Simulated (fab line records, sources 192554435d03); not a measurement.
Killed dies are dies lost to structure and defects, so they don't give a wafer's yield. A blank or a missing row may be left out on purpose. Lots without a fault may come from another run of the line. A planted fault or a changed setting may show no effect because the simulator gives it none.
One fault seen from 3 desks | flow n5_finfet | each desk has only its own numbers; what lay behind them comes last

THE TOOL OWNER'S DESK: rie_diel-03
The tool's own readings at N5_BEOL_M6_STRIP_67 (strips in CF4): means of the sampled wafers that have a number, for each lot that ran on this tool. A lot is out of limits, marked OUT, if its mean lies more than 4 standard deviations from the usual mean; the brackets give that distance.
Columns: A = drypump_motor_current_A at N5_BEOL_M6_STRIP_67, usual 5.5 A; B = oes_product_au at N5_BEOL_M6_STRIP_67, usual 0.78 a.u.; C = rf_vpp_V at N5_BEOL_M6_STRIP_67, usual 271.2 V; D = showerhead_plenum_p_Torr at N5_BEOL_M6_STRIP_67, usual 1.79 Torr; E = throttle_valve_pct at N5_BEOL_M6_STRIP_67, usual 13.5 %
lot  | first seen here | A   | B    | C     | D    | E
L924 | day 8 22:45     | 5.7 | 0.84 | 272.0 | 1.79 | 13.3
L925 | day 8 23:26     | 5.7 | 0.84 | 270.7 | 1.79 | 13.3
L934 | day 11 08:28    | 5.8 | 0.80 | 272.1 | 1.81 | 13.6
L935 | day 12 00:01    | 5.6 | 0.81 | 272.4 | 1.84 | 13.5
L936 | day 12 07:58    | 5.1 | 0.86 | 271.0 | 1.80 | 13.2
L938 | day 13 02:22    | 5.1 | 0.86 | 271.5 | 1.79 | 13.2
L944 | day 14 11:31    | 4.9 | 0.86 | 270.7 | 1.74 | 13.2
L946 | day 14 19:52    | 5.1 | 0.83 | 269.9 | 1.79 | 13.2
This desk's finding: nothing out of limits on any of the 8 lots.

THE DEFECT DESK
What the inspections along the route counted, lot by lot: means of the sampled wafers that have a number. A lot is out of limits, marked OUT, if its mean lies more than 4 standard deviations from the usual mean; the brackets give that distance.
Columns: A = raw_defect_count at N5_BEOL_M6_INSPECT_30, usual 424
lot  | first seen here | A
L925 | day 9 00:53     | 409
L924 | day 9 01:24     | 367
L929 | day 10 00:38    | 341
L928 | day 10 04:41    | 579
L934 | day 11 12:01    | 374
L935 | day 12 00:46    | 340
L936 | day 12 09:31    | 318
L938 | day 13 04:47    | 393
L944 | day 14 12:36    | 883 (+4.6) OUT
L946 | day 15 00:14    | 690
This desk's finding: out of limits on L944; first on L944, day 14 12:36 (raw_defect_count at N5_BEOL_M6_INSPECT_30). In limits: L925, L924, L929, L928, L934, L935, L936, L938, L946.

THE METROLOGY DESK
What the gauges read, lot by lot, whatever tool the lot ran on: means of the sampled wafers that have a number. A lot is out of limits, marked OUT, if its mean lies more than 4 standard deviations from the usual mean; the brackets give that distance.
Columns: A = cd_nm at N5_BEOL_M6_CD_MEAS_18, usual 40.4 nm
lot  | first seen here | A
L924 | day 8 23:00     | 40.5
L925 | day 8 23:40     | 41.3
L929 | day 9 22:53     | 40.6
L928 | day 10 02:45    | 39.8
L934 | day 11 08:41    | 41.4
L935 | day 12 00:14    | 39.3
L936 | day 12 08:11    | 40.5
L938 | day 13 02:35    | 40.3
L944 | day 14 11:44    | 39.1
L946 | day 14 20:05    | 41.0
This desk's finding: nothing out of limits on any of the 10 lots.

PUT TOGETHER
The defect desk could have raised an alarm at day 14 12:36, on L944.
The tool owner's desk saw nothing out of limits.
The metrology desk saw nothing out of limits.
The tool owner's desk has L944 on record, within its limits.
The metrology desk has L944 on record, within its limits.
Of the lots named, all ran N5_BEOL_M6_STRIP_67 on rie_diel-03.

WHAT THE SIMULATOR HAD PUT IN
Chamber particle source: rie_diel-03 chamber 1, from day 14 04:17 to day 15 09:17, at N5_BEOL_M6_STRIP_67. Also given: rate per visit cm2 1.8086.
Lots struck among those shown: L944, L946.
Hours from the fault's start to each desk's first reading out of limits: the defect desk, 8.
